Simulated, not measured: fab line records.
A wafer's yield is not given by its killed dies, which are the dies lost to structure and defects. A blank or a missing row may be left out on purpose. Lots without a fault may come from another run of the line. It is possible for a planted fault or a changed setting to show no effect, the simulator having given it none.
What tool caused it? | flow nandHarc | 22 lots with 66 wafers sampled at 2 steps, on a route of 1302 steps

== WHAT THE GAUGES READ, wafer by wafer ==
NHARC_A_CONTACT_INSPECT_71. Usual: 73 for rawDefectCount, sd 37.
lot  | measured     | on               | rawDefectCount | flag
L076 | day 22 13:56 | defectInspect-02 | 119 164 142    | 
L075 | day 22 17:00 | defectInspect-02 | 121 109 114    | 
L077 | day 22 22:53 | defectInspect-01 | 16 21 14       | 
L079 | day 23 09:23 | defectInspect-01 | 85 94 90       | 
L078 | day 23 20:19 | defectInspect-02 | 90 94 111      | 
L080 | day 24 00:25 | defectInspect-02 | 31 28 21       | 
L083 | day 26 05:01 | defectInspect-02 | 93 77 85       | 
L084 | day 26 07:28 | defectInspect-01 | 40 35 34       | 
L082 | day 26 08:08 | defectInspect-02 | 65 58 67       | 
L085 | day 26 11:54 | defectInspect-02 | 103 90 112     | 
L088 | day 27 06:11 | defectInspect-01 | 38 42 30       | 
L086 | day 27 07:48 | defectInspect-02 | 132 100 116    | 
L089 | day 27 22:43 | defectInspect-01 | 41 44 45       | 
L090 | day 29 01:16 | defectInspect-02 | 49 40 38       | 
L091 | day 29 10:12 | defectInspect-02 | 83 92 71       | 
L087 | day 29 12:46 | defectInspect-02 | 50 65 62       | 
L092 | day 29 19:32 | defectInspect-02 | 94 70 84       | 
L096 | day 30 11:01 | defectInspect-01 | 26 23 22       | 
L094 | day 30 11:31 | defectInspect-02 | 124 122 109    | 
L095 | day 30 20:47 | defectInspect-01 | 62 68 62       | 
L093 | day 31 05:52 | defectInspect-02 | 67 74 58       | 
L097 | day 31 09:52 | defectInspect-02 | 66 78 62       | 

== WHAT TOOL EACH LOT RAN ON (gives the tool, then ch and the chambers of the sampled wafers, and finally the start) ==
lot  | NHARC_A_CONTACT_STRIP_55
L076 | rieDiel-12 ch 0,1,2, day 22 13:56 or earlier
L075 | rieDiel-12 ch 0,1, day 22 17:00 or earlier
L077 | rieDiel-04 ch 1,2,3, day 22 22:53 or earlier
L079 | rieDiel-07 ch 0,1,3, day 23 09:23 or earlier
L078 | rieDiel-12 ch 0,1, day 23 20:19 or earlier
L080 | rieDiel-04 ch 0,3, day 24 00:25 or earlier
L083 | rieDiel-12 ch 0,1,3, day 26 05:01 or earlier
L084 | rieDiel-07 ch 0,2,3, day 26 07:28 or earlier
L082 | rieDiel-04 ch 0,1, day 26 08:08 or earlier
L085 | rieDiel-12 ch 0,1,3, day 26 11:54 or earlier
L088 | rieDiel-12 ch 0,1,2, day 27 06:11 or earlier
L086 | rieDiel-07 ch 0,1,3, day 27 07:48 or earlier
L089 | rieDiel-12 ch 0,2,3, day 27 22:43 or earlier
L090 | rieDiel-07 ch 1,2,3, day 29 01:16 or earlier
L091 | rieDiel-12 ch 0,3, day 29 10:12 or earlier
L087 | rieDiel-04 ch 0,1,3, day 29 12:46 or earlier
L092 | rieDiel-12 ch 0,2,3, day 29 19:32 or earlier
L096 | rieDiel-04 ch 0,1,2, day 30 11:01 or earlier
L094 | rieDiel-12 ch 1,2,3, day 30 11:31 or earlier
L095 | rieDiel-07 ch 0,2,3, day 30 20:47 or earlier
L093 | rieDiel-12 ch 0,2,3, day 31 05:52 or earlier
L097 | rieDiel-12 ch 0,2,3, day 31 09:52 or earlier
- NHARC_A_CONTACT_STRIP_55: strips in O2.

== WHAT THE TOOLS THEMSELVES READ (means of the sampled wafers that have a number; where no wafer has one, the mark that the record gives instead) ==
NHARC_A_CONTACT_STRIP_55. Usual: drypumpMotorCurrentA 5.8 A, standard deviation 0.43; oesProductAu 1.000 a.u., standard deviation 0.0075; rfVppV 57.6 V, standard deviation 0.83; showerheadPlenumPTorr 3.46 Torr, standard deviation 0.1; throttleValvePct 17.037 %, standard deviation 0.0089.
lot  | tool       | drypumpMotorCurrentA (A) | oesProductAu (a.u.) | rfVppV (V) | showerheadPlenumPTorr (Torr) | throttleValvePct (%) | flag
L076 | rieDiel-12 | 5.8                      | 0.997               | 58.1       | 3.54                         | 17.036               | 
L075 | rieDiel-12 | 6.1                      | 1.007               | 57.6       | 3.55                         | 17.037               | 
L077 | rieDiel-04 | 5.7                      | 0.996               | 56.9       | 3.39                         | 17.043               | 
L079 | rieDiel-07 | 5.8                      | 1.009               | 58.7       | 3.50                         | 17.040               | 
L078 | rieDiel-12 | 6.0                      | 1.004               | 58.4       | 3.56                         | 17.031               | 
L080 | rieDiel-04 | 5.7                      | 0.995               | 57.9       | 3.38                         | 17.031               | 
L083 | rieDiel-12 | 5.9                      | 0.997               | 57.4       | 3.47                         | 17.032               | 
L084 | rieDiel-07 | 6.1                      | 1.010               | 57.1       | 3.50                         | 17.034               | 
L082 | rieDiel-04 | 5.6                      | 1.007               | 57.4       | 3.44                         | 17.038               | 
L085 | rieDiel-12 | 5.9                      | 1.002               | 57.7       | 3.46                         | 17.037               | 
L088 | rieDiel-12 | 5.8                      | 0.991               | 57.2       | 3.52                         | 17.041               | 
L086 | rieDiel-07 | 5.8                      | 0.999               | 57.3       | 3.48                         | 17.038               | 
L089 | rieDiel-12 | 5.6                      | 0.997               | 56.7       | 3.44                         | 17.038               | 
L090 | rieDiel-07 | 5.9                      | 0.998               | 57.2       | 3.53                         | 17.044               | 
L091 | rieDiel-12 | 5.8                      | 0.991               | 58.0       | 3.47                         | 17.032               | 
L087 | rieDiel-04 | 5.8                      | 1.003               | 56.5       | 3.39                         | 17.044               | 
L092 | rieDiel-12 | 5.6                      | 1.000               | 57.8       | 3.44                         | 17.038               | 
L096 | rieDiel-04 | 5.5                      | 1.003               | 57.1       | 3.40                         | 17.033               | 
L094 | rieDiel-12 | 5.8                      | 0.995               | 57.7       | 3.43                         | 17.041               | 
L095 | rieDiel-07 | 6.1                      | 1.004               | 57.3       | 3.48                         | 17.035               | 
L093 | rieDiel-12 | 5.6                      | 1.002               | 57.4       | 3.44                         | 17.035               | 
L097 | rieDiel-12 | 5.6                      | 0.997               | 57.5       | 3.44                         | 17.029               | 

== THE ANSWER, worked out from the rows above alone ==
Rule: take the mean of a lot's wafers that have a number; if it is more than 3 standard deviations from the usual mean, the lot is off. A lot without any number at a reading at which 4 lots or more have one is off too. All remaining lots with rows at the step are treated as sound. First the gauges in route order, then the tools' own readings, where a lot's mean is used as printed above. At the first step where some lot is off, the reading lying furthest off is the one used; lots without a number count as furthest.
None of the lots is off at any reading shown; this tells nothing.

== WHAT WAS PUT IN BY THE SIMULATOR ==
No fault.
